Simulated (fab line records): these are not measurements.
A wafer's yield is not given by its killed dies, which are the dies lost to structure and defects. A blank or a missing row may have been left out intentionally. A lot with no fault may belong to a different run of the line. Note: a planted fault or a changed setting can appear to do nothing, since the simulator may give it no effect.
Matching of chambers || flow nandHarc || NHARC_P_BONDPAD_CMP_32 on cmp-02 has 4 sister chambers
The step polishes SiCN, target thk 200 nm. 8 wafers are shown with their chamber, then 7 later ones without.

WAFERS, EACH WITH ITS CHAMBER
{"wafer": "L080.6", "chamber": 2, "motorCurrentA (A)": 11.4}
{"wafer": "L089.4", "chamber": 2, "motorCurrentA (A)": 11.5}
{"wafer": "L089.5", "chamber": 1, "motorCurrentA (A)": 13.1}
{"wafer": "L090.2", "chamber": 0, "motorCurrentA (A)": 11.3}
{"wafer": "L090.3", "chamber": 1, "motorCurrentA (A)": 12.9}
{"wafer": "L090.6", "chamber": 3, "motorCurrentA (A)": 12.5}
{"wafer": "L094.2", "chamber": 0, "motorCurrentA (A)": 11.1}
{"wafer": "L094.3", "chamber": 3, "motorCurrentA (A)": 13.2}

WAFERS MISSING THEIR CHAMBER
{"wafer": "L094.5", "motorCurrentA (A)": 11.2}
{"wafer": "L095.3", "motorCurrentA (A)": 11.9}
{"wafer": "L095.4", "motorCurrentA (A)": 12.5}
{"wafer": "L095.5", "motorCurrentA (A)": 13.2}
{"wafer": "L096.2", "motorCurrentA (A)": 11.2}
{"wafer": "L096.3", "motorCurrentA (A)": 11.8}
{"wafer": "L096.5", "motorCurrentA (A)": 11.3}

WHICH CHAMBER EACH ONE RAN IN
{"wafer": "L094.5", "from the rows above": "can't be placed: 0 or 2", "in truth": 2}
{"wafer": "L095.3", "from the rows above": "can't be placed: 2 or 0 or 3", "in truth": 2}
{"wafer": "L095.4", "from the rows above": "can't be placed: 3 or 1", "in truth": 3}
{"wafer": "L095.5", "from the rows above": "can't be placed: 1 or 3", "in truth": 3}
{"wafer": "L096.2", "from the rows above": "can't be placed: 0 or 2", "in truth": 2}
{"wafer": "L096.3", "from the rows above": "can't be placed: 2 or 0", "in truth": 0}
{"wafer": "L096.5", "from the rows above": "can't be placed: 0 or 2", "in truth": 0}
Placed correctly: 0 of 7. From these rows, 7 cannot be placed; in 7 the true chamber is one of the candidates. 0 placed wrongly.
How it was worked out, from the rows above alone: a wafer's distance from a chamber is the root of the sum, over the readings, of the square of ((its reading less the chamber's mean) divided by the reading's scatter). If the next closest chamber is less than 2 further off than the closest, the wafer can't be placed; otherwise it belongs to the closest. A chamber's mean is the mean of its shown wafers. How the scatter is found: for the shown wafers, subtract from each reading the mean of its chamber, square and add these, divide the total by (wafers less chambers), then take the root.
